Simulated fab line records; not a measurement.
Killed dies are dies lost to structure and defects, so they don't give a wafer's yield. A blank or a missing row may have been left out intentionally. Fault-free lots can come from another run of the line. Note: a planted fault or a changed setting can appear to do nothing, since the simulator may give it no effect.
fab line records	flow n5Finfet	part 1 of 2: steps 1 to 19 of 28
record lots=5	wafers=15	lastDay=17
route steps=1938 shown BEOL_M13@1691 BEOL_M14@1716
lots that met no fault: from a run of the same line without faults
startH: hours from the record's opening day to when the first of the lot's shown wafers began	waitH: hours elapsed since this lot's preceding step	" repeats the value in the row above	L1.1+2: several wafers, shown together as one row	- either no value or no given start	* or withheld: withheld	< > ~ a bound
route shown NAME@n: NAME is a module with steps in the file, n the number in the route of the first one	usual: the fault-free wafers' mean and standard deviation	same: alike in all rows	chamber/n: place in a boat	sites: each site's reading	_std_site: their standard deviation	_edge_site: mean of outer sites minus mean of inner sites	radiusMm: for every site, how far away it sits from the centre of the wafer	mask NAME#n: copy n	behind: tool/chamber where the wafer was last shaped	hold: why the lot was held/for how many hours/how that ended	device: the n, p or np transistor that did not switch	end of line: tests of these same wafers at the route's end	a step given without rows: its recipe and nothing more	killed: not the wafer's yield, but the dies lost to structure and defects at the first sort	map: a wafer's dies, x killed, . not, _ none there
set.NAME: the setting that was run; set.NAME@STEP: the one run at that earlier step	model.NAME: the simulator's own value behind a step, which no gauge read
lots seen at some steps along the route; tables by step, rows by wafer
services: when a tool's chamber went out of use (startH, in hours from the record's first day, below 0 if earlier), for how many hours, and the reason
## steps
# step N5_BEOL_M13_INSPECT_30
# recipe mode=adi	inspectInstrument=macro
# usual rawDefectCount=2.2/1.6
lot.wafer	tool	chamber	startH	waitH	rawDefectCount
L079.2	defectInspect-02	-	258.47	0.0	1
L079.3	"	-	"	"	1
L079.6	"	-	"	"	2
L083.2	defectInspect-01	-	284.64	0.0	1
L083.5	"	-	"	"	3
L083.6	"	-	"	"	2
L090.2	defectInspect-01	-	318.27	0.0	1
L090.5	"	-	"	"	4
L090.6	"	-	"	"	4
L092.1	defectInspect-01	-	363.28	0.0	0
L092.2	"	-	"	"	4
L092.3	"	-	"	"	2
L094.3	defectInspect-01	-	368.41	0.0	1
L094.5	"	-	"	"	4
L094.6	"	-	"	"	0
# step N5_BEOL_M13_DESCUM_33
# recipe chemistry=O2	timeS=7.9	sourcePowerW=50	biasPowerW=20	pressureMtorr=20	rfFrequencyHz=2.712e+07	tempC=40	o2FlowSccm=225
# usual biasPowerW=19.99/0.058	drypumpMotorCurrentA=5.6/0.34	o2FlowSccm=225.1/0.66	oesProductAu=0.77/0.074	rfVppV=243.0/1.1	showerheadPlenumPTorr=2.09/0.048	throttleValvePct=20.47/0.27
lot.wafer	tool	chamber	startH	waitH	biasPowerW	drypumpMotorCurrentA	o2FlowSccm	oesProductAu	rfHoursCounterH	rfVppV	showerheadPlenumPTorr	throttleValvePct
L079.2	rieDiel-06	3	258.69	0.2	19.95	5.5	225.7	0.74	202	242.9	2.01	20.89
L079.3	"	2	"	"	19.84	6.0	225.0	0.82	77	242.4	2.05	20.55
L079.6	"	2	"	"	19.95	6.0	225.4	0.83	-	241.8	2.05	20.53
L083.2	rieDiel-02	1	284.67	0.0	19.95	6.1	224.4	0.83	75	244.2	2.14	20.94
L083.5	"	3	"	"	19.95	5.2	225.5	0.79	-	242.3	2.11	20.13
L083.6	"	2	"	"	20.03	5.5	225.6	0.68	-	242.4	2.06	20.33
L090.2	rieDiel-06	0	318.47	0.2	20.01	5.0	224.8	0.96	13	243.6	2.13	19.97
L090.5	"	1	"	"	20.05	5.3	223.7	0.74	-	243.3	2.09	20.63
L090.6	"	0	"	"	19.98	5.1	226.1	0.95	-	244.2	2.13	19.98
L092.1	rieDiel-04	3	363.31	0.0	20.04	5.3	225.1	0.70	225	244.7	2.13	20.35
L092.2	"	1	"	"	19.91	5.8	224.7	0.77	152	241.9	2.02	20.43
L092.3	"	2	"	"	20.02	6.1	225.2	0.68	214	244.0	2.16	20.41
L094.3	rieDiel-02	3	368.51	0.1	20.04	5.2	225.9	0.77	134	243.9	2.10	20.16
L094.5	"	0	"	"	19.94	5.4	226.0	0.84	-	243.9	2.12	20.64
L094.6	"	3	"	"	20.00	5.2	225.1	0.76	-	242.3	2.10	20.18
# step N5_BEOL_M13_ETCH_67
# recipe chemistry=CF4	target=SiARC	targetDepthA=1430	timeS=238.3	ionEnergyEv=80	pressureMtorr=40	sourceW=545	biasW=36	Ar_flow_sccm=100	cf4FlowSccm=100	ends=cleared
# usual drypumpMotorCurrentA=5.6/0.34	etchRfOnTimeS=240/5.4	mfcArSccm=100.0/0.36	oesProductAu=0.66/0.062	rfVppV=183.9/1.1	showerheadPlenumPTorr=2.13/0.05	throttleValvePct=15.61/0.19
lot.wafer	tool	chamber	startH	waitH	drypumpMotorCurrentA	etchRfOnTimeS	mfcArSccm	oesProductAu	rfHoursCounterH	rfVppV	showerheadPlenumPTorr	throttleValvePct
L079.2	rieDiel-06	3	258.72	0.0	5.5	240	99.6	0.62	202	182.6	2.04	15.89
L079.3	"	2	"	"	6.0	241	100.7	0.70	77	182.8	2.09	15.62
L079.6	"	2	"	"	6.0	241	100.6	0.70	-	182.3	2.09	15.62
L083.2	rieDiel-02	1	284.71	0.0	6.1	241	100.0	0.71	75	183.6	2.16	15.82
L083.5	"	3	"	"	5.2	227	100.1	0.69	-	185.6	2.15	15.34
L083.6	"	2	"	"	5.5	236	100.1	0.61	-	182.8	2.10	15.51
L090.2	rieDiel-06	0	318.50	0.0	5.1	235	99.7	0.80	13	184.6	2.19	15.17
L090.5	"	1	"	"	5.3	237	100.1	0.64	-	183.9	2.12	15.78
L090.6	"	0	"	"	5.1	234	99.5	0.80	-	185.6	2.19	15.16
L092.1	rieDiel-04	3	363.35	0.0	5.4	249	100.1	0.59	225	184.8	2.20	15.70
L092.2	"	1	"	"	5.8	250	100.2	0.64	152	183.0	2.05	15.47
L092.3	"	2	"	"	6.1	247	99.7	0.58	214	184.0	2.20	15.57
L094.3	rieDiel-02	3	368.54	0.0	5.2	233	100.6	0.66	134	183.6	2.14	15.37
L094.5	"	0	"	"	5.5	235	99.5	0.72	-	183.8	2.16	15.70
L094.6	"	3	"	"	5.2	232	99.7	0.66	-	183.8	2.14	15.37
# step N5_BEOL_M13_ETCH_68
# recipe chemistry=N2/H2	target=SOC	maskMaterial=SiARC	sourceW=3000	biasW=350	tempC=40	timeS=355	ionEnergyEv=200	pressureMtorr=30	n2FlowSccm=200	h2FlowSccm=200
# usual drypumpMotorCurrentA=5.6/0.34	oesProductAu=0.77/0.073	rfVppV=523.7/2	showerheadPlenumPTorr=2.54/0.064	throttleValvePct=17.84/0.23
lot.wafer	tool	chamber	startH	waitH	drypumpMotorCurrentA	oesProductAu	rfHoursCounterH	rfVppV	showerheadPlenumPTorr	throttleValvePct
L079.2	rieDiel-06	3	258.87	0.1	5.5	0.73	203	520.5	2.43	18.17
L079.3	"	2	"	"	6.0	0.82	77	521.5	2.47	17.75
L079.6	"	2	"	"	6.0	0.82	-	522.4	2.47	17.77
L083.2	rieDiel-02	1	284.85	0.1	6.1	0.85	75	525.2	2.58	18.15
L083.5	"	3	"	"	5.2	0.80	-	525.3	2.58	17.61
L083.6	"	2	"	"	5.5	0.68	-	523.1	2.53	17.93
L090.2	rieDiel-06	0	318.65	0.1	5.1	0.94	14	524.3	2.60	17.29
L090.5	"	1	"	"	5.3	0.75	-	523.7	2.53	17.96
L090.6	"	0	"	"	5.1	0.95	-	526.8	2.60	17.30
L092.1	rieDiel-04	3	363.49	0.1	5.4	0.70	225	524.8	2.63	18.01
L092.2	"	1	"	"	5.9	0.76	152	521.0	2.45	17.76
L092.3	"	2	"	"	6.1	0.70	214	526.9	2.61	17.71
L094.3	rieDiel-02	3	368.69	0.1	5.2	0.77	134	523.0	2.57	17.63
L094.5	"	0	"	"	5.5	0.84	-	524.8	2.59	18.06
L094.6	"	3	"	"	5.2	0.77	-	524.2	2.57	17.65
# step N5_BEOL_M13_STRIP_69
# recipe chemistry=N2/H2	tempC=40	n2FlowSccm=200	h2FlowSccm=200	rfFrequencyHz=6e+07
lot.wafer	tool	chamber	startH	waitH
L079.2+3+6	rieDiel-06	3,2,2	259.08	0.1
L083.2+5+6	rieDiel-02	1,3,2	285.07	0.1
L090.2+5+6	rieDiel-06	0,1,0	318.86	0.1
L092.1+2+3	rieDiel-04	3,1,2	363.70	0.1
L094.3+5+6	rieDiel-02	3,0,3	368.90	0.1
# step N5_BEOL_M13_TRENCH_ETCH_34
# recipe chemistry=C4F8/O2/Ar	target=SiOC	targetDepthA=4134.7	maskMaterial=SOC	pressureMtorr=30	sourceW=3000	biasW=700	Ar_flow_sccm=400	C4F8_flow_sccm=15	O2_flow_sccm=8	heInnerTorr=15	heOuterTorr=30	timeS=162.6	ionEnergyEv=250
# usual O2_flow_sccm=8.000/0.022	drypumpMotorCurrentA=5.6/0.34	mfcArSccm=399.9/1.2	oesProductAu=0.77/0.073	rfVppV=665.2/2.4	showerheadPlenumPTorr=3.40/0.081	throttleValvePct=24.16/0.25
lot.wafer	tool	chamber	startH	waitH	O2_flow_sccm	drypumpMotorCurrentA	mfcArSccm	oesProductAu	rfHoursCounterH	rfVppV	showerheadPlenumPTorr	throttleValvePct
L079.2	rieDiel-06	3	259.09	0.0	7.980	5.5	399.5	0.73	203	660.1	3.26	24.51
L079.3	"	2	"	"	8.001	6.0	399.3	0.81	77	662.4	3.32	24.19
L079.6	"	2	"	"	7.990	5.9	398.6	0.81	-	662.6	3.32	24.18
L083.2	rieDiel-02	1	285.08	0.0	7.964	6.1	399.5	0.84	75	665.9	3.46	24.60
L083.5	"	3	"	"	8.031	5.2	400.3	0.80	-	666.2	3.42	23.80
L083.6	"	2	"	"	7.978	5.5	400.5	0.69	-	664.9	3.35	23.94
L090.2	rieDiel-06	0	318.87	0.0	7.983	5.1	399.1	0.95	14	668.2	3.51	23.91
L090.5	"	1	"	"	8.016	5.3	398.9	0.74	-	664.3	3.38	24.24
L090.6	"	0	"	"	8.024	5.1	400.3	0.94	-	668.0	3.51	23.91
L092.1	rieDiel-04	3	363.71	0.0	7.994	5.4	396.7	0.70	225	668.8	3.49	24.15
L092.2	"	1	"	"	7.997	5.8	399.3	0.76	152	661.6	3.27	23.99
L092.3	"	2	"	"	8.007	6.1	398.4	0.69	214	667.5	3.51	24.05
L094.3	rieDiel-02	3	368.91	0.0	7.969	5.2	400.0	0.77	135	666.2	3.41	23.81
L094.5	"	0	"	"	7.986	5.5	399.1	0.84	-	667.3	3.46	24.40
L094.6	"	3	"	"	7.998	5.2	400.7	0.78	-	666.4	3.41	23.82
# step N5_BEOL_M13_STRIP_70
# recipe chemistry=C4F8/O2/Ar	resist=SiARC	rfFrequencyHz=6e+07
lot.wafer	tool	chamber	startH	waitH
L079.2+3+6	rieDiel-06	3,2,2	259.22	0.1
L083.2+5+6	rieDiel-02	1,3,2	285.21	0.1
L090.2+5+6	rieDiel-06	0,1,0	319.01	0.1
L092.1+2+3	rieDiel-04	3,1,2	363.85	0.1
L094.3+5+6	rieDiel-02	3,0,3	369.05	0.1
# step N5_BEOL_M13_OCD_MEAS_35
# usual trenchDepthNm=411/6.7
lot.wafer	tool	chamber	startH	waitH	trenchDepthNm
L079.2	ocd-01	-	259.26	0.0	414
L079.3	"	-	"	"	411
L079.6	"	-	"	"	409
L083.2	ocd-01	-	285.26	0.0	413
L083.5	"	-	"	"	423
L083.6	"	-	"	"	402
L090.2	ocd-01	-	319.05	0.0	425
L090.5	"	-	"	"	419
L090.6	"	-	"	"	424
L092.1	ocd-02	-	363.89	0.0	405
L092.2	"	-	"	"	406
L092.3	"	-	"	"	407
L094.3	ocd-02	-	369.09	0.0	416
L094.5	"	-	"	"	417
L094.6	"	-	"	"	419
# step N5_BEOL_M13_STRIP_37
# recipe chemistry=N2/H2	powerW=1000	tempC=250	h2Frac=0.65	overashFraction=0.3	pressureMtorr=withheld	n2FlowSccm=1750	h2FlowSccm=3250
# usual drypumpMotorCurrentA=5.6/0.54	heaterPowerW=327/9	oesProductAu=0.784/0.011
lot.wafer	tool	chamber	startH	waitH	drypumpMotorCurrentA	heaterPowerW	oesProductAu	rfHoursCounterH
L079.2	plasmaAsher-02	1	259.30	0.0	5.3	344	0.780	70
L079.3	"	0	"	"	6.4	338	0.779	-
L079.6	"	0	"	"	6.4	321	0.787	-
L083.2	plasmaAsher-02	1	285.30	0.0	5.3	341	0.784	75
L083.5	"	1	"	"	5.3	344	0.791	-
L083.6	"	0	"	"	6.4	338	0.803	-
L090.2	plasmaAsher-02	1	319.09	0.0	5.3	338	0.789	83
L090.5	"	1	"	"	5.3	322	0.796	-
L090.6	"	0	"	"	6.4	339	0.780	-
L092.1	plasmaAsher-02	0	363.93	0.0	6.4	336	0.789	91
L092.2	"	1	"	"	5.3	331	0.798	91
L092.3	"	0	"	"	6.4	328	0.770	-
L094.3	plasmaAsher-01	1	369.14	0.1	5.8	311	0.781	-
L094.5	"	0	"	"	5.0	317	0.787	-
L094.6	"	1	"	"	5.7	318	0.781	-
# step N5_BEOL_M13_ETCH_38
# recipe chemistry=CF4/N2	target=SiCN	targetDepthA=675	taperDeg=2	timeS=71.9	ionEnergyEv=150	maskMaterial=SiO2	pressureMtorr=40	sourceW=430	biasW=70	Ar_flow_sccm=100	cf4FlowSccm=60	n2FlowSccm=60
# usual drypumpMotorCurrentA=5.6/0.35	mfcArSccm=100.00/0.29	oesProductAu=0.78/0.075	rfVppV=382.5/1.5	showerheadPlenumPTorr=2.21/0.05	throttleValvePct=15.43/0.19
lot.wafer	tool	chamber	startH	waitH	drypumpMotorCurrentA	mfcArSccm	oesProductAu	rfHoursCounterH	rfVppV	showerheadPlenumPTorr	throttleValvePct
L079.2	rieDiel-02	3	264.44	-	5.2	100.08	0.81	103	383.6	2.22	15.16
L079.3	"	0	"	"	5.5	100.22	0.89	37	383.0	2.24	15.49
L079.6	"	0	"	"	5.5	100.23	0.89	-	382.8	2.24	15.48
L083.2	rieDiel-02	2	287.09	-	5.5	99.52	0.70	233	381.4	2.17	15.38
L083.5	"	3	"	"	5.2	99.73	0.80	-	381.7	2.22	15.18
L083.6	"	2	"	"	5.5	99.86	0.69	-	381.5	2.17	15.40
L090.2	rieDiel-04	3	319.31	-	5.4	99.86	0.70	213	384.9	2.27	15.55
L090.5	"	2	"	"	6.1	99.84	0.70	-	383.6	2.27	15.35
L090.6	"	3	"	"	5.4	99.78	0.70	-	384.3	2.27	15.52
L092.1	rieDiel-02	3	365.23	-	5.2	99.62	0.76	133	383.3	2.21	15.23
L092.2	"	1	"	"	6.1	100.12	0.82	97	382.8	2.22	15.75
L092.3	"	0	"	"	5.5	99.73	0.84	66	383.8	2.23	15.53
L094.3	rieDiel-06	0	376.33	-	5.1	99.70	0.90	30	384.2	2.25	15.07
L094.5	"	1	"	"	5.3	99.53	0.71	-	380.9	2.18	15.67
L094.6	"	0	"	"	5.1	99.76	0.90	-	384.3	2.25	15.06
# step N5_BEOL_M13_PRECLEAN_39
# recipe chemistry=residueRemover	timeS=60	tempC=40
lot.wafer	tool	chamber	startH	waitH
L079.2+3+6	wetBench-04	4,3,0	264.58	0.1
L083.2+5+6	wetBench-06	3,1,2	287.22	0.1
L090.2+5+6	wetBench-04	1,3,6	319.44	0.1
L092.1+2+3	wetBench-04	0,5,1	365.36	0.1
L094.3+5+6	wetBench-03	0,6,3	376.45	0.1
# step N5_BEOL_M13_SRD_40
# recipe timeS=30	tempC=23	rinseLiquid=diw	dry=n2Spin	spinRpm=1500	dryTimeS=30
# same dryTimeS=30
lot.wafer	tool	chamber	startH	waitH
L079.2+3+6	wetBench-04	4,3,0	264.60	0.0
L083.2+5+6	wetBench-06	3,1,2	287.24	0.0
L090.2+5+6	wetBench-04	1,3,6	319.45	0.0
L092.1+2+3	wetBench-04	0,5,1	365.38	0.0
L094.3+5+6	wetBench-03	0,6,3	376.47	0.0
# step N5_BEOL_M13_DEGAS_41
# recipe ambient=vacuum	tempC=250	timeS=60
# usual heaterPowerW=344/27
lot.wafer	tool	chamber	startH	waitH	heaterPowerW
L079.2	pvdSputter-01	-	265.03	0.4	391
L079.3	"	-	"	"	349
L079.6	"	-	"	"	337
L083.2	pvdSputter-01	-	287.98	0.7	333
L083.5	"	-	"	"	329
L083.6	"	-	"	"	353
L090.2	pvdSputter-02	-	322.05	2.6	367
L090.5	"	-	"	"	315
L090.6	"	-	"	"	365
L092.1	pvdSputter-02	-	365.75	0.4	349
L092.2	"	-	"	"	307
L092.3	"	-	"	"	350
L094.3	pvdSputter-02	-	376.92	0.4	362
L094.5	"	-	"	"	316
L094.6	"	-	"	"	363
# step N5_BEOL_M13_PRE_CLEAN_42
# recipe gas=H2/He	timeS=30	tempC=250
# usual heaterPowerW=345/26
lot.wafer	tool	chamber	startH	waitH	heaterPowerW
L079.2	pvdSputter-01	-	265.07	0.0	391
L079.3	"	-	"	"	351
L079.6	"	-	"	"	340
L083.2	pvdSputter-01	-	288.02	0.0	335
L083.5	"	-	"	"	332
L083.6	"	-	"	"	352
L090.2	pvdSputter-02	-	322.09	0.0	363
L090.5	"	-	"	"	313
L090.6	"	-	"	"	367
L092.1	pvdSputter-02	-	365.79	0.0	352
L092.2	"	-	"	"	320
L092.3	"	-	"	"	364
L094.3	pvdSputter-02	-	376.96	0.0	362
L094.5	"	-	"	"	318
L094.6	"	-	"	"	361
# step N5_BEOL_M13_SPUTTER_43
# recipe material=TaN	targetThkA=150	tempC=50	biasV=168.6	powerW=15000	chamberPressurePa=0.12	timeS=24.19
# usual chamberPressurePa=0.12001/0.00024	throttleValvePct=30.2/1
lot.wafer	tool	chamber	startH	waitH	chamberPressurePa	throttleValvePct
L079.2	pvdSputter-01	-	265.11	0.0	0.11992	28.9
L079.3	"	-	"	"	0.11991	30.9
L079.6	"	-	"	"	0.12013	29.4
L083.2	pvdSputter-01	-	288.06	0.0	0.1201	29.5
L083.5	"	-	"	"	0.12003	29.5
L083.6	"	-	"	"	0.11993	30.9
L090.2	pvdSputter-02	-	322.13	0.0	0.11954	31.2
L090.5	"	-	"	"	0.12019	29.7
L090.6	"	-	"	"	0.11976	31.3
L092.1	pvdSputter-02	-	365.83	0.0	0.11973	30.9
L092.2	"	-	"	"	0.12001	29.9
L092.3	"	-	"	"	0.11993	31.3
L094.3	pvdSputter-02	-	377.00	0.0	0.11985	31.2
L094.5	"	-	"	"	0.1203	29.3
L094.6	"	-	"	"	0.11987	31.3
# step N5_BEOL_M13_SPUTTER_44
# recipe material=Ta	targetThkA=100	tempC=50	biasV=80	powerW=15000	chamberPressurePa=0.07	timeS=16.13
# usual chamberPressurePa=0.06999/0.00015	throttleValvePct=30.2/1.1
lot.wafer	tool	chamber	startH	waitH	chamberPressurePa	throttleValvePct
L079.2	pvdSputter-01	-	265.19	0.0	0.07005	28.9
L079.3	"	-	"	"	0.07	31.2
L079.6	"	-	"	"	0.07008	29.3
L083.2	pvdSputter-01	-	288.14	0.0	0.07011	29.3
L083.5	"	-	"	"	0.06995	29.5
L083.6	"	-	"	"	0.06995	31.3
L090.2	pvdSputter-02	-	322.21	0.0	0.06998	31.2
L090.5	"	-	"	"	0.06989	29.8
L090.6	"	-	"	"	0.0697	31.3
L092.1	pvdSputter-02	-	365.91	0.0	0.07003	31.1
L092.2	"	-	"	"	0.06986	29.5
L092.3	"	-	"	"	0.06985	31.3
L094.3	pvdSputter-02	-	377.08	0.0	0.0702	31.3
L094.5	"	-	"	"	0.07008	29.5
L094.6	"	-	"	"	0.07	31.2
# step N5_BEOL_M13_SPUTTER_45
# recipe material=Cu	targetThkA=800	tempC=-20	biasV=60	powerW=26000	chamberPressurePa=0.13	timeS=13.33
# usual chamberPressurePa=0.13/0.00027	chuckSensorTempC=-16.1/0.41	throttleValvePct=30.2/1.1
lot.wafer	tool	chamber	startH	waitH	chamberPressurePa	chuckSensorTempC	throttleValvePct
L079.2	pvdSputter-01	-	265.27	0.0	0.12997	-16.5	28.7
L079.3	"	-	"	"	0.12985	-16.4	31.1
L079.6	"	-	"	"	0.12973	-16.4	29.6
L083.2	pvdSputter-01	-	288.22	0.0	0.13014	-16.6	29.5
L083.5	"	-	"	"	0.13031	-16.3	29.3
L083.6	"	-	"	"	0.1303	-16.2	31.2
L090.2	pvdSputter-02	-	322.29	0.0	0.12995	-15.3	31.2
L090.5	"	-	"	"	0.13035	-16.3	29.5
L090.6	"	-	"	"	0.13009	-15.3	31.2
L092.1	pvdSputter-02	-	365.99	0.0	0.1302	-16.3	31.5
L092.2	"	-	"	"	0.13038	-16.3	29.6
L092.3	"	-	"	"	0.12992	-15.2	31.3
L094.3	pvdSputter-02	-	377.16	0.0	0.13027	-15.2	31.2
L094.5	"	-	"	"	0.12951	-16.1	29.8
L094.6	"	-	"	"	0.12991	-15.4	31.6
# step N5_BEOL_M13_ECD_47
# recipe material=Cu	targetThkA=9360
lot.wafer	tool	chamber	startH	waitH
L079.2+3+6	ecdCu-02	0,0,1	265.39	0.1
L083.2+5+6	ecdCu-02	1,1,0	288.34	0.1
L090.2+5+6	ecdCu-01	0,0,1	322.41	0.1
L092.1+2+3	ecdCu-01	0,1,0	366.11	0.1
L094.3+5+6	ecdCu-01	0,1,0	377.33	0.1
# step N5_BEOL_M13_ANNEAL_48
# recipe tempC=225	timeS=90	ambient=N2
# usual wafer_temp_C_max=225.84/0.24
lot.wafer	tool	chamber	startH	waitH	wafer_temp_C_max
L079.2	rtpAnneal-01	0	265.61	0.2	225.90
L079.3	"	0	"	"	225.64
L079.6	"	0	"	"	225.74
L083.2	rtpAnneal-02	0	288.74	0.4	225.83
L083.5	"	0	"	"	225.54
L083.6	"	0	"	"	225.52
L090.2	rtpAnneal-01	0	322.68	0.2	225.99
L090.5	"	0	"	"	225.90
L090.6	"	0	"	"	226.45
L092.1	rtpAnneal-01	0	366.27	0.1	226.06
L092.2	"	0	"	"	226.04
L092.3	"	0	"	"	226.07
L094.3	rtpAnneal-02	0	377.67	0.3	226.05
L094.5	"	0	"	"	226.05
L094.6	"	0	"	"	225.74
